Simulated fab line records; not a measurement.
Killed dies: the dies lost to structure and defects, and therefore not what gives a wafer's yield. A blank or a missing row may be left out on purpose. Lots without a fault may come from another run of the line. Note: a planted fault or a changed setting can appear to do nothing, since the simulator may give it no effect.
Which of the tools did it?    flow nandHarc    Sampling: 6 lots, 18 wafers, 4 of 1159 route steps

## WHAT THE GAUGES SHOWED, per wafer
NHARC_END_SORT_01.
lot   measured      on         killedAtPeriphery
L646  day 19 06:15  prober-02  1 1 1
L658  day 22 07:37  prober-01  632 632 642

## WHICH TOOL RAN EACH LOT (tool, then ch and the chambers of the sampled wafers, then the start)
lot   NHARC_P_M2_PVD_21            NHARC_THIN_TSV_DEGAS_49      NHARC_THIN_TSV_DESCUM_35
L646  pvdSputter-02, day 6 15:26   pvdSputter-03, day 18 19:43  rieDiel-08 ch 1,2, day 18 23:01
L649  pvdSputter-01, day 7 07:57   pvdSputter-01, day 19 07:14  rieDiel-08 ch 1,2, day 19 10:33
L650  pvdSputter-03, day 7 14:04   pvdSputter-01, day 20 02:38  rieDiel-10 ch 1,2,3, day 20 06:04
L658  pvdSputter-01, day 9 19:02   -                            -
L664  pvdSputter-03, day 10 19:56  pvdSputter-02, day 23 21:29  rieDiel-08 ch 1,2,3, day 24 00:41
L667  pvdSputter-03, day 11 15:19  pvdSputter-01, day 24 12:01  rieDiel-08 ch 0,3, day 24 15:10
- NHARC_P_M2_PVD_21: deposits Cu, target thk 30 nm, time 20.49 s.
- NHARC_THIN_TSV_DEGAS_49: time 120 s.
- NHARC_THIN_TSV_DESCUM_35: chemistry O2, time 3 s.

## THE ANSWER, worked out from the rows above alone
Rule: what is usual is taken from the lots themselves. Put in order of their means at a reading, lots are off if they are a third of the lots or fewer, leave a main group of 4 or more, and stand apart from it by a gap of 3 or more times the standard deviation of the main group's means; of several such gaps the widest counts. A main group whose means are all the same, to the digits that the tables above print for the reading, isn't used. A lot without any number at a reading at which 4 lots or more have one is off too. Where the step has rows for the other lots, those lots are counted as sound.
None of the lots is off at any reading shown; this tells nothing.

## WHAT THE SIMULATOR PUT IN
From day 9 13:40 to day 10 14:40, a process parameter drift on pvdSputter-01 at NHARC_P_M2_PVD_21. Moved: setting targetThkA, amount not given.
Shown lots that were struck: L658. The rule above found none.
